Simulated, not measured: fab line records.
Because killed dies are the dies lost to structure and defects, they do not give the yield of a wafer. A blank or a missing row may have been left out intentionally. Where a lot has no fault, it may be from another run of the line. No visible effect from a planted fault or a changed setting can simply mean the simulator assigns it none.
fab line records	flow n5Finfet
record lots=7	wafers=21
route steps=1938 shown SD_EPI_N@288 SD_EPI_P@321 SDB@350 MOL_CONTACT_COAG@520 BEOL_M0_SAQP@641
startH: hours from the record's first day to the start of the lot's first wafer shown	waitH: time in hours since the lot's previous step	" unchanged from the row above	L1.1+2: a single row standing in for several wafers	- value missing, or start not given	* or withheld: withheld	< > ~ a bound
route shown NAME@n: names a module that has steps shown in the file, with the first one's number in the route	usual: mean/standard deviation taken from wafers without a fault	same: alike in all rows	chamber/n: place in a boat	sites: the reading at each site	_std_site: the standard deviation of these	_edge_site: outer sites' mean less inner sites'	radiusMm: for every site, how far away it sits from the centre of the wafer	mask NAME#n: copy n	behind: the most recent tool/chamber to have shaped the wafer	hold: the reason the lot was held/the length of the hold in hours/how it ended	device: names the non-switching transistor (n, p or np)	end of line: tests run on the same wafers once the route is complete	a step without rows: its recipe alone	killed: the dies lost at the first sort to structure and to defects; this is not the yield of the wafer	map: per-die view of a wafer (x killed, . not killed, _ where there is no die)
set.NAME: the setting the step ran with; set.NAME@STEP: the setting that earlier step ran with	model.NAME: the simulator's own value behind a step, which no gauge read
lots run with intentionally changed settings; tables by step, rows by wafer
## steps
# step N5_SD_EPI_N_EPI_21
# recipe material=Si:P	dopant=P	tempC=680	pressureTorr=255	timeS=690
lot.wafer	tool	chamber	startH	waitH	set.timeS	model.Si-P_of_SD_EPI_N_EPI_21.thkNm
L082.4	epiRpcvd-04	0	108.02	0.9	776	63.6
L082.5	"	0	"	"	690	59.2
L082.6	"	0	"	"	690	59.6
L088.2+3	epiRpcvd-02	0	137.75	0.7	690	59.6
L088.5	"	0	139.25	2.0	690	59.8
L090.2	epiRpcvd-04	0	147.58	0.7	690	59.6
L090.4	"	0	"	"	690	58.6
L090.6	"	0	149.57	2.5	690	59.4
L092.3	epiRpcvd-03	0	157.76	0.7	690	58.4
L092.4	"	0	"	"	558.7	50.8
L092.6	"	0	"	"	690	58
L091.1	epiRpcvd-04	0	157.85	0.3	690	60
L091.4	"	0	159.34	1.6	568.4	53.2
L091.6	"	0	160.34	2.5	690	60.2
L095.1	epiRpcvd-03	0	177.38	0.1	690	60.6
L095.2	"	0	"	"	576.5	53
L095.5	"	0	"	"	690	59.6
L096.1	epiRpcvd-02	0	184.64	0.2	592.8	53.2
L096.3	"	0	"	"	592.8	52.6
L096.5	"	0	"	"	690	58.6
# step N5_SD_EPI_N_EPI_MEAS_23
# recipe mode=xrd
# usual thkNm=59.1/1.3
lot.wafer	tool	chamber	startH	waitH	set.timeS@SD_EPI_N_EPI_21	thkNm
L082.4	filmMetro-01	-	108.91	0.6	776	62.4
L082.5	"	-	"	"	690	60.0
L082.6	"	-	"	"	690	59.6
L088.2	filmMetro-02	-	140.28	2.0	690	56.9
L088.3	"	-	"	"	690	60.6
L088.5	"	-	"	"	690	61.9
L090.2	filmMetro-01	-	150.10	2.0	690	58.5
L090.4	"	-	"	"	690	57.8
L090.6	"	-	"	"	690	57.6
L092.3	filmMetro-02	-	158.92	0.9	690	59.4
L092.4	"	-	"	"	558.7	50.3
L092.6	"	-	"	"	690	58.5
L091.1	filmMetro-01	-	160.87	2.5	690	60.0
L091.4	"	-	"	"	568.4	53.1
L091.6	"	-	"	"	690	59.9
L095.1	filmMetro-02	-	179.10	1.4	690	61.8
L095.2	"	-	"	"	576.5	54.2
L095.5	"	-	"	"	690	57.3
L096.1	filmMetro-02	-	186.92	1.9	592.8	53.8
L096.3	"	-	"	"	592.8	52.3
L096.5	"	-	"	"	690	58.7
# step N5_SD_EPI_N_PRECLEAN_24
# recipe chemistry=O3/DIW	timeS=60	tempC=22	o3Ppm=10
lot.wafer	tool	chamber	startH	waitH	set.timeS@SD_EPI_N_EPI_21	model.Si-P_of_SD_EPI_N_EPI_21.thkNm
L082.4	wetBench-03	4	108.94	0.0	776	63.2
L082.5	"	6	"	"	690	58.8
L082.6	"	2	"	"	690	59.2
L088.2+3	wetBench-04	2,1	140.31	0.0	690	59.2
L088.5	"	4	"	"	690	59.4
L090.2	wetBench-04	7	150.14	0.0	690	59.2
L090.4	"	3	"	"	690	58.2
L090.6	"	5	"	"	690	59
L092.3	wetBench-05	2	158.95	0.0	690	58
L092.4	"	6	"	"	558.7	50.6
L092.6	"	7	"	"	690	57.6
L091.1	wetBench-04	5	160.91	0.0	690	59.6
L091.4	"	7	"	"	568.4	53
L091.6	"	0	"	"	690	59.8
L095.1	wetBench-04	7	179.14	0.0	690	60.2
L095.2	"	0	"	"	576.5	52.6
L095.5	"	6	"	"	690	59.2
L096.1	wetBench-03	0	186.96	0.0	592.8	52.8
L096.3	"	1	"	"	592.8	52.2
L096.5	"	7	"	"	690	58.2
# step N5_SD_EPI_N_SRD_25
# recipe timeS=30	tempC=23	rinseLiquid=diw	dry=ipaMarangoni
# step N5_SD_EPI_N_PRECLEAN_49
# recipe chemistry=NF3:NH3	afsCycles=1	tempC=30	timeS=20	sublimationTempC=180	sublimationTimeS=60	pressureTorr=3	rfPowerW=30
# step N5_SD_EPI_P_EPI_21
# recipe material=SiGe:B	dopant=B	tempC=550	pressureTorr=20	ambient=H2	timeS=355
# step N5_SD_EPI_P_HM_STRIP_48
# recipe chemistry=H3PO4	tempC=160	material=SiNx	target=SiNx	targetDepthA=30	overetchFraction=0.3
lot.wafer	tool	chamber	startH	waitH	set.timeS@SD_EPI_N_EPI_21	model.Si-P_of_SD_EPI_N_EPI_21.thkNm
L082.4	wetBench-01	4	113.78	0.0	776	62.8
L082.5	"	5	"	"	690	58.6
L082.6	"	0	"	"	690	59
L088.2+3+5	wetBench-01	3,5,1	148.25	0.0	690	59
L090.2	wetBench-02	6	156.69	0.0	690	59
L090.4	"	3	"	"	690	58
L090.6	"	4	"	"	690	58.8
L092.3	wetBench-02	5	164.62	0.0	690	57.8
L092.4	"	4	"	"	558.7	50.4
L092.6	"	6	"	"	690	57.4
L091.1	wetBench-01	5	168.06	0.0	690	59.2
L091.4	"	3	"	"	568.4	52.8
L091.6	"	6	"	"	690	59.6
L095.1	wetBench-02	1	184.11	0.0	690	59.8
L095.2	"	2	"	"	576.5	52.4
L095.5	"	6	"	"	690	58.8
L096.1	wetBench-06	2	193.87	0.0	592.8	52.6
L096.3	"	6	"	"	592.8	52
L096.5	"	1	"	"	690	57.8
# step N5_SDB_COAT_05
# recipe resist=CAR-ArF	spinRpm=1500	resistThkNm=90
lot.wafer	tool	chamber	startH	waitH	set.spinRpm	model.CAR-ArF_of_SDB_COAT_05.thkNm
L082.4	lithoTrack-03	0	-	-	1653	86
L082.5	"	0	"	"	1653	85.8
L082.6	"	0	"	"	1500	90.2
L088.2+3+5	lithoTrack-02	0	-	-	1500	89.8
L090.2+4	lithoTrack-02	0	-	-	1500	90
L090.6	"	0	"	"	1563	88.2
L092.3+6	lithoTrack-01	0	-	-	1500	89.6
L092.4	"	0	"	"	1500	89.8
L091.1	lithoTrack-03	0	-	-	1440	91.4
L091.4	"	0	"	"	1440	91.2
L091.6	"	0	"	"	1500	89.4
L095.1	lithoTrack-02	0	-	-	1645	86
L095.2+5	"	0	"	"	1500	90.2
L096.1	lithoTrack-03	0	-	-	1349	95.8
L096.3	"	0	"	"	1349	95.6
L096.5	"	0	"	"	1500	91
# step N5_SDB_EBR_07
# recipe solvent=PGMEA	ebrWidthMm=1.5
# step N5_SDB_SOFTBAKE_06
# recipe tempC=110	timeS=60	resist=CAR-ArF
# step N5_SDB_EXPOSE_08
# recipe maskId=SDB	na=1.35	sourceShape=conventional	sigmaOuter=0.5	polarization=unpolarized	doseMj=49.6
# step N5_SDB_PEB_09
# recipe pebTempC=withheld	pebTimeS=60	resist=CAR-ArF
# step N5_SDB_DEVELOP_10
# recipe developTimeS=30	developer=TMAH	resist=CAR-ArF	rinseLiquid=diw	dry=airSpin	devTempC=23
lot.wafer	tool	chamber	startH	waitH	set.spinRpm@SDB_COAT_05	model.CAR-ArF_of_SDB_COAT_05.thkNm
L082.4+5	lithoTrack-02	0	-	-	1653	84.2
L082.6	"	0	"	"	1500	88.6
L088.2+3+5	lithoTrack-01	0	-	-	1500	88
L090.2+4	lithoTrack-03	0	-	-	1500	88.2
L090.6	"	0	"	"	1563	86.4
L092.3+6	lithoTrack-03	0	-	-	1500	87.8
L092.4	"	0	"	"	1500	88.2
L091.1	lithoTrack-01	0	-	-	1440	89.8
L091.4	"	0	"	"	1440	89.6
L091.6	"	0	"	"	1500	87.8
L095.1	lithoTrack-02	0	-	-	1645	84.4
L095.2	"	0	"	"	1500	88.4
L095.5	"	0	"	"	1500	88.6
L096.1	lithoTrack-03	0	-	-	1349	94.2
L096.3	"	0	"	"	1349	94
L096.5	"	0	"	"	1500	89.2
# step N5_SDB_ALD_29
# recipe material=SiNx	targetThkA=300	tempC=400	aldPrecursorFamily=SiH2I2	aldCoReactant=N2/H2-plasma	pulseTimeS=1	aldCycles=600	purgeTimeS=2	coReactantPurgeTimeS=2	pressureTorr=2
lot.wafer	tool	chamber	startH	waitH	set.aldCycles	model.SiNx_of_SDB_ALD_29.thkNm
L082.4	aldSin-01	2	123.62	1.4	660	33.2
L082.5	"	1	"	"	600	29.8
L082.6	"	0	"	"	660	32.8
L088.2+3	aldSin-03	3,1	157.20	0.1	600	30
L088.5	"	2	158.55	1.5	600	30.2
L090.2	aldSin-03	1	165.39	0.0	632	31.6
L090.4+6	"	2,0	"	"	600	30
L092.3	aldSin-01	2	173.42	0.0	600	30.2
L092.4	"	0	174.77	1.4	512	25.4
L092.6	"	3	"	"	512	26
L091.1	aldSin-03	3	177.09	0.0	572	28.8
L091.4	"	1	178.44	1.4	600	29.8
L091.6	"	2	"	"	600	30
L095.1	aldSin-02	2	192.70	0.0	646	32.2
L095.2+5	"	1	"	"	600	30
L096.1	aldSin-03	3	203.06	0.0	600	30.2
L096.3+5	"	0,1	"	"	600	30
# step N5_MOL_CONTACT_COAG_COAT_02
# recipe resist=CAR-EUV	spinRpm=1500	resistThkNm=30
lot.wafer	tool	chamber	startH	waitH	set.spinRpm	model.CAR-EUV_of_MOL_CONTACT_COAG_COAT_02.thkNm
L082.4+5	lithoTrack-01	0	-	-	1500	29.8
L082.6	"	0	"	"	1582	29
L088.2+3	lithoTrack-05	0	-	-	1500	29.8
L088.5	"	0	"	"	1500	30
L090.2+4	lithoTrack-05	0	-	-	1500	30
L090.6	"	0	"	"	1651	28.6
L092.3+4+6	lithoTrack-05	0	-	-	1500	29.8
L091.1	lithoTrack-05	0	-	-	1500	29.8
L091.4	"	0	"	"	1500	30
L091.6	"	0	"	"	1374	31.2
L095.1+2+5	lithoTrack-01	0	-	-	1641	28.6
L096.1	lithoTrack-03	0	-	-	1345	31.8
L096.3	"	0	"	"	1500	30
L096.5	"	0	"	"	1500	30.2
# step N5_MOL_CONTACT_COAG_EBR_04
# recipe solvent=PGMEA	ebrWidthMm=1.5
# step N5_MOL_CONTACT_COAG_SOFTBAKE_03
# recipe tempC=110	timeS=60	resist=CAR-EUV
# step N5_MOL_CONTACT_COAG_DESCUM_13
# recipe chemistry=O2	timeS=7	sourcePowerW=50	biasPowerW=20	pressureMtorr=20	rfFrequencyHz=2.712e+07	tempC=40	resist=CAR-EUV	o2FlowSccm=225
# step N5_MOL_CONTACT_COAG_ETCH_59
# recipe chemistry=N2/H2	target=underlayer	targetDepthA=130	maskMaterial=CAR-EUV	timeS=10.4	ionEnergyEv=200	pressureMtorr=30	sourceW=840	biasW=150	n2FlowSccm=200	h2FlowSccm=200	ends=cleared
lot.wafer	tool	chamber	startH	waitH	set.spinRpm@MOL_CONTACT_COAG_COAT_02	model.CAR-EUV_of_MOL_CONTACT_COAG_COAT_02.thkNm
L082.4+5	rieDiel-03	0	142.72	0.0	1500	14.2
L082.6	"	3	"	"	1582	13.8
L088.2	rieDiel-01	1	178.25	0.0	1500	14.8
L088.3	"	2	"	"	1500	14.4
L088.5	"	2	"	"	1500	14.6
L090.2	rieDiel-03	1	186.97	0.0	1500	14.4
L090.4	"	3	"	"	1500	14.6
L090.6	"	2	"	"	1651	13.4
L092.3	rieDiel-06	2	194.33	0.0	1500	14.4
L092.4+6	"	1	"	"	1500	14.6
L091.1	rieDiel-01	2	199.47	0.0	1500	14.4
L091.4	"	1	"	"	1500	14.8
L091.6	"	1	"	"	1374	16
L095.1+2+5	rieDiel-06	0,2,2	213.74	0.0	1641	13
L096.1	rieDiel-01	1	223.45	0.0	1345	16.6
L096.3	"	2	"	"	1500	14.6
L096.5	"	0	"	"	1500	14.8
# step N5_MOL_CONTACT_COAG_ALD_27
# recipe material=SiOC	targetThkA=170	tempC=400	aldPrecursorFamily=carbosiloxane	aldCoReactant=H2-plasma	pulseTimeS=1.5	timeS=2720	purgeTimeS=2	coReactantPurgeTimeS=2	aldCycles=340	pressureTorr=2
lot.wafer	tool	chamber	startH	waitH	set.aldCycles	model.SiOC_of_MOL_CONTACT_COAG_ALD_27.thkNm
L082.4+6	aldSin-01	1,3	147.86	0.0	340	17
L082.5	"	0	"	"	382	18.8
L088.2+3	aldSin-03	3,1	185.68	0.1	340	17
L088.5	"	1	"	"	340	16.8
L090.2	aldSin-04	3	195.07	2.9	313	15.8
L090.4	"	2	"	"	313	15.6
L090.6	"	1	"	"	340	17
L092.3+4	aldSin-04	0,1	201.33	0.2	340	17
L092.6	"	3	"	"	382	19.2
L091.1	aldSin-01	0	205.41	0.0	391	19.6
L091.4	"	2	"	"	340	17.2
L091.6	"	0	"	"	340	17
L095.1+5	aldSin-03	1,3	220.94	0.0	303	15.2
L095.2	"	3	"	"	340	17
L096.1+5	aldSin-01	1,0	229.52	0.0	378	18.8
L096.3	"	3	"	"	340	17
# step N5_MOL_CONTACT_COAG_PECVD_31
# recipe material=SiO2	targetThkA=460	tempC=400	precursor=TEOS/O2	pressureTorr=6.5	rfW=withheld	teosFlowSccm=withheld	gas=O2	flowSccm=2650	timeS=8.9
lot.wafer	tool	chamber	startH	waitH	set.timeS	model.SiO2_of_MOL_CONTACT_COAG_PECVD_31.thkNm
L082.4	pecvd-01	1	150.28	0.3	8.9	47
L082.5+6	"	2,0	"	"	8.9	46
L088.2	pecvd-03	0	191.09	0.3	8.9	45.4
L088.3	"	2	"	"	8.9	45.8
L088.5	"	1	"	"	8.9	46.4
L090.2	pecvd-01	1	197.48	0.3	9.6	49.4
L090.4	"	2	"	"	9.6	49
L090.6	"	2	"	"	8.9	45.6
L092.3	pecvd-01	1	203.75	0.3	8.9	46.6
L092.4	"	0	"	"	9.823	50
L092.6	"	0	"	"	9.823	50.2
L091.1	pecvd-03	0	207.82	0.3	10.01	50.6
L091.4	"	2	"	"	8.9	46.4
L091.6	"	0	"	"	10.01	52
L095.1	pecvd-03	2	225.10	0.3	8.9	45.4
L095.2	"	1	"	"	9.627	49.4
L095.5	"	2	"	"	9.627	50.2
L096.1	pecvd-03	2	231.93	0.3	7.974	40.4
L096.3	"	0	"	"	7.974	40.6
L096.5	"	1	"	"	8.9	45.4
# step N5_MOL_CONTACT_COAG_COAT_75
# recipe resist=SOC	tempC=250	timeS=60	spinRpm=1500	resistThkNm=60
# step N5_MOL_CONTACT_COAG_COAT_76
# recipe resist=SiARC	tempC=220	timeS=60	spinRpm=1500	resistThkNm=10
# step N5_MOL_CONTACT_COAG_ETCHBACK_135
# recipe chemistry=CHF3	target=SiO2	targetDepthA=250	timeS=16.7	ionEnergyEv=200	pressureMtorr=30	sourceW=610	biasW=170	Ar_flow_sccm=200	CHF3_flow_sccm=50
# step N5_MOL_CONTACT_COAG_STRIP_118
# recipe chemistry=CHF3	resist=SiARC	rfFrequencyHz=6e+07
# step N5_MOL_CONTACT_COAG_VIA_ETCH_46
# recipe chemistry=C4F6/O2	targetDepthA=460	overetchA=92	maskMaterial=SOC	target=SiO2	biasW=455	pressureMtorr=10	timeS=40	sourceW=325	Ar_flow_sccm=300	C4F6_flow_sccm=10	O2_flow_sccm=10	ionEnergyEv=575.3	ends=endPoint
lot.wafer	tool	chamber	startH	waitH	set.timeS@MOL_CONTACT_COAG_PECVD_31	model.etch.depthNm
L082.4	rieDiel-03	2	151.21	0.0	8.9	47.09
L082.5	"	3	"	"	8.9	45.93
L082.6	"	0	"	"	8.9	45.97
L088.2	rieDiel-06	2	192.53	0.0	8.9	45.33
L088.3	"	3	"	"	8.9	45.79
L088.5	"	0	"	"	8.9	46.42
L090.2	rieDiel-03	1	198.98	0.0	9.6	49.35
L090.4	"	2	"	"	9.6	48.99
L090.6	"	1	"	"	8.9	45.52
L092.3	rieDiel-03	2	204.68	0.0	8.9	46.61
L092.4	"	3	"	"	9.823	49.98
L092.6	"	2	"	"	9.823	50.14
L091.1	rieDiel-03	0	208.84	0.0	10.01	50.64
L091.4	"	3	"	"	8.9	46.34
L091.6	"	2	"	"	10.01	52.03
L095.1	rieDiel-01	3	226.08	0.0	8.9	45.47
L095.2	"	1	"	"	9.627	49.47
L095.5	"	1	"	"	9.627	50.21
L096.1	rieDiel-01	0	232.98	0.0	7.974	40.39
L096.3	"	3	"	"	7.974	40.59
L096.5	"	1	"	"	8.9	45.44
# step N5_BEOL_M0_SAQP_COAT_81
# recipe resist=SOC	tempC=250	timeS=60	spinRpm=1500	resistThkNm=100
lot.wafer	tool	chamber	startH	waitH	set.spinRpm	model.SOC_of_BEOL_M0_SAQP_COAT_81.thkNm
L082.4	lithoTrack-05	0	160.26	0.0	1500	99.8
L082.5+6	"	0	"	"	1500	99.6
L088.2	lithoTrack-02	0	201.03	0.1	1500	100.4
L088.3+5	"	0	"	"	1500	100.2
L090.2	lithoTrack-02	0	208.55	0.1	1500	100.2
L090.4	"	0	"	"	1500	100
L090.6	"	0	"	"	1500	100.4
L092.3	lithoTrack-04	0	211.92	0.1	1500	100.2
L092.4	"	0	"	"	1415	103
L092.6	"	0	"	"	1500	100
L091.1	lithoTrack-05	0	215.34	0.1	1500	99.8
L091.4+6	"	0	"	"	1500	100.2
L095.1	lithoTrack-05	0	234.96	0.1	1500	99.8
L095.2+5	"	0	"	"	1570	97.8
L096.1	lithoTrack-05	0	239.58	0.1	1452	102
L096.3	"	0	"	"	1500	100.4
L096.5	"	0	"	"	1452	101.6
# step N5_BEOL_M0_SAQP_COAT_82
# recipe resist=SiARC	tempC=220	timeS=60	spinRpm=1500	resistThkNm=30
# step N5_BEOL_M0_SAQP_COAT_08
# recipe resist=CAR-ArF	spinRpm=1500	resistThkNm=90
# step N5_BEOL_M0_SAQP_DESCUM_19
# recipe chemistry=O2	timeS=7.9	sourcePowerW=50	biasPowerW=20	pressureMtorr=20	rfFrequencyHz=2.712e+07	tempC=40	resist=CAR-ArF	o2FlowSccm=225
# step N5_BEOL_M0_SAQP_ETCH_83
# recipe chemistry=CF4	target=SiARC	targetDepthA=390	maskMaterial=CAR-ArF	timeS=65	ionEnergyEv=80	pressureMtorr=40	sourceW=545	biasW=36	Ar_flow_sccm=100	cf4FlowSccm=100	ends=cleared
# step N5_BEOL_M0_SAQP_ETCH_84
# recipe chemistry=N2/H2	target=SOC	targetDepthA=1000	overetchA=200	maskMaterial=SiARC	tempC=40	timeS=150	ionEnergyEv=200	pressureMtorr=30	sourceW=840	biasW=150	n2FlowSccm=200	h2FlowSccm=200
lot.wafer	tool	chamber	startH	waitH	set.spinRpm@BEOL_M0_SAQP_COAT_81	model.etch.depthNm
L082.4	rieDiel-05	3	160.95	0.0	1500	99.73
L082.5	"	0	"	"	1500	99.58
L082.6	"	3	"	"	1500	99.68
L088.2	rieDiel-02	3	201.57	0.0	1500	100.5
L088.3+5	"	2	"	"	1500	100.2
L090.2	rieDiel-02	3	209.10	0.0	1500	100.2
L090.4	"	0	"	"	1500	99.99
L090.6	"	3	"	"	1500	100.4
L092.3+6	rieDiel-02	1,0	212.46	0.0	1500	100.1
L092.4	"	1	"	"	1415	103
L091.1	rieDiel-04	0	215.88	0.0	1500	99.83
L091.4+6	"	1,3	"	"	1500	100.2
L095.1	rieDiel-02	1	235.50	0.0	1500	99.8
L095.2	"	2	"	"	1570	97.71
L095.5	"	0	"	"	1570	97.77
L096.1	rieDiel-04	1	239.99	0.0	1452	102
L096.3	"	3	"	"	1500	100.5
L096.5	"	2	"	"	1452	101.7
# step N5_BEOL_M0_SAQP_MANDREL_ETCH_20
# recipe targetDepthA=600	chemistry=HBr/Cl2	target=a-Si	stopOn=SiNx	btTimeS=10	maskMaterial=SOC	overEtchFrac=0.5	timeS=30	pressureMtorr=10	icpW=800	biasW=75	HBr_flow_sccm=150	Cl2_flow_sccm=80	ends=endPoint
lot.wafer	tool	chamber	startH	waitH	set.overEtchFrac	set.spinRpm@BEOL_M0_SAQP_COAT_81	model.SOC_of_BEOL_M0_SAQP_COAT_81.thkNm
L082.4	rieSi-06	0	161.14	0.0	0.5	1500	75.6
L082.5	"	3	"	"	0.5	1500	75.4
L082.6	"	0	"	"	0.5318	1500	75.2
L088.2	rieSi-03	0	201.76	0.0	0.5	1500	76.6
L088.3	"	1	"	"	0.5	1500	76.2
L088.5	"	3	"	"	0.5	1500	75.8
L090.2+6	rieSi-03	0,2	209.29	0.0	0.5	1500	76.6
L090.4	"	1	"	"	0.5	1500	76.2
L092.3	rieSi-03	0	212.65	0.0	0.5	1500	76.6
L092.4	"	3	"	"	0.5	1415	78.8
L092.6	"	0	"	"	0.5	1500	76.4
L091.1	rieSi-02	1	216.07	0.0	0.5	1500	75
L091.4	"	0	"	"	0.5184	1500	76.4
L091.6	"	2	"	"	0.5184	1500	75.8
L095.1	rieSi-02	3	235.70	0.0	0.5	1500	75.8
L095.2	"	0	"	"	0.5	1570	73.8
L095.5	"	0	"	"	0.5	1570	74
L096.1	rieSi-02	3	240.19	0.0	0.5	1452	77.8
L096.3	"	2	"	"	0.5	1500	76
L096.5	"	3	"	"	0.5	1452	77.6
# step N5_BEOL_M0_SAQP_SPACER1_ALD_98
# recipe material=SiO2	targetThkA=128	tempC=300	aldPrecursorFamily=BDEAS	aldCoReactant=O2-plasma	pulseTimeS=1	purgeTimeS=2	coReactantPurgeTimeS=2	aldCycles=138	pressureTorr=2
lot.wafer	tool	chamber	startH	waitH	set.tempC	model.SiO2_of_BEOL_M0_SAQP_SPACER1_ALD_98.thkNm
L082.4+5+6	aldSin-04	2,1,0	162.69	0.8	300	12.8
L088.2+3+5	aldSin-02	0,3,3	202.37	0.3	300	12.8
L090.2	aldSin-03	2	209.93	0.3	300	12.8
L090.4	"	1	"	"	294	13
L090.6	"	0	"	"	294	13.2
L092.3	aldSin-03	0	213.27	0.1	300	13
L092.4+6	"	1,2	"	"	286.7	13.4
L091.1+6	aldSin-04	1,0	216.69	0.3	292.4	13.2
L091.4	"	3	"	"	300	12.8
L095.1+5	aldSin-04	1,2	238.83	2.8	292.5	13.2
L095.2	"	0	"	"	300	12.8
L096.1+3+5	aldSin-03	3,2,0	240.80	0.3	300	12.8
## key
split step=N5_SD_EPI_N_EPI_21	setting=timeS	stated=690	by=wafer
response step=N5_SD_EPI_N_EPI_21	reading=model.Si-P_of_SD_EPI_N_EPI_21.thkNm	change=+0.395	per=1%	r=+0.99
response step=N5_SD_EPI_N_EPI_MEAS_23	reading=thkNm	change=*	per=1%	r=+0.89
response step=N5_SD_EPI_N_PRECLEAN_24	reading=model.Si-P_of_SD_EPI_N_EPI_21.thkNm	change=+0.389	per=1%	r=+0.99
response step=N5_SD_EPI_P_HM_STRIP_48	reading=model.Si-P_of_SD_EPI_N_EPI_21.thkNm	change=+0.381	per=1%	r=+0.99
split step=N5_SDB_COAT_05	setting=spinRpm	stated=1500	by=wafer
response step=N5_SDB_COAT_05	reading=model.CAR-ArF_of_SDB_COAT_05.thkNm	change=-0.442	per=1%	r=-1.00
response step=N5_SDB_DEVELOP_10	reading=model.CAR-ArF_of_SDB_COAT_05.thkNm	change=-0.448	per=1%	r=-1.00
split step=N5_SDB_ALD_29	setting=aldCycles	stated=600	by=wafer
response step=N5_SDB_ALD_29	reading=model.SiNx_of_SDB_ALD_29.thkNm	change=+0.303	per=1%	r=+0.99
split step=N5_MOL_CONTACT_COAG_COAT_02	setting=spinRpm	stated=1500	by=wafer
response step=N5_MOL_CONTACT_COAG_COAT_02	reading=model.CAR-EUV_of_MOL_CONTACT_COAG_COAT_02.thkNm	change=-0.152	per=1%	r=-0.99
response step=N5_MOL_CONTACT_COAG_ETCH_59	reading=model.CAR-EUV_of_MOL_CONTACT_COAG_COAT_02.thkNm	change=-0.145	per=1%	r=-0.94
split step=N5_MOL_CONTACT_COAG_ALD_27	setting=aldCycles	stated=340	by=wafer
response step=N5_MOL_CONTACT_COAG_ALD_27	reading=model.SiOC_of_MOL_CONTACT_COAG_ALD_27.thkNm	change=+0.164	per=1%	r=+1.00
split step=N5_MOL_CONTACT_COAG_PECVD_31	setting=timeS	stated=8.9	by=wafer
response step=N5_MOL_CONTACT_COAG_PECVD_31	reading=model.SiO2_of_MOL_CONTACT_COAG_PECVD_31.thkNm	change=+0.425	per=1%	r=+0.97
response step=N5_MOL_CONTACT_COAG_VIA_ETCH_46	reading=model.etch.depthNm	change=+0.428	per=1%	r=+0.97
split step=N5_BEOL_M0_SAQP_COAT_81	setting=spinRpm	stated=1500	by=wafer
response step=N5_BEOL_M0_SAQP_COAT_81	reading=model.SOC_of_BEOL_M0_SAQP_COAT_81.thkNm	change=-0.472	per=1%	r=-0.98
response step=N5_BEOL_M0_SAQP_ETCH_84	reading=model.etch.depthNm	change=-0.468	per=1%	r=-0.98
response step=N5_BEOL_M0_SAQP_MANDREL_ETCH_20	reading=model.SOC_of_BEOL_M0_SAQP_COAT_81.thkNm	change=-0.426	per=1%	r=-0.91
split step=N5_BEOL_M0_SAQP_MANDREL_ETCH_20	setting=overEtchFrac	stated=0.5	by=wafer
response none clear
split step=N5_BEOL_M0_SAQP_SPACER1_ALD_98	setting=tempC	stated=300	by=wafer
response step=N5_BEOL_M0_SAQP_SPACER1_ALD_98	reading=model.SiO2_of_BEOL_M0_SAQP_SPACER1_ALD_98.thkNm	change=-0.121	per=1%	r=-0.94
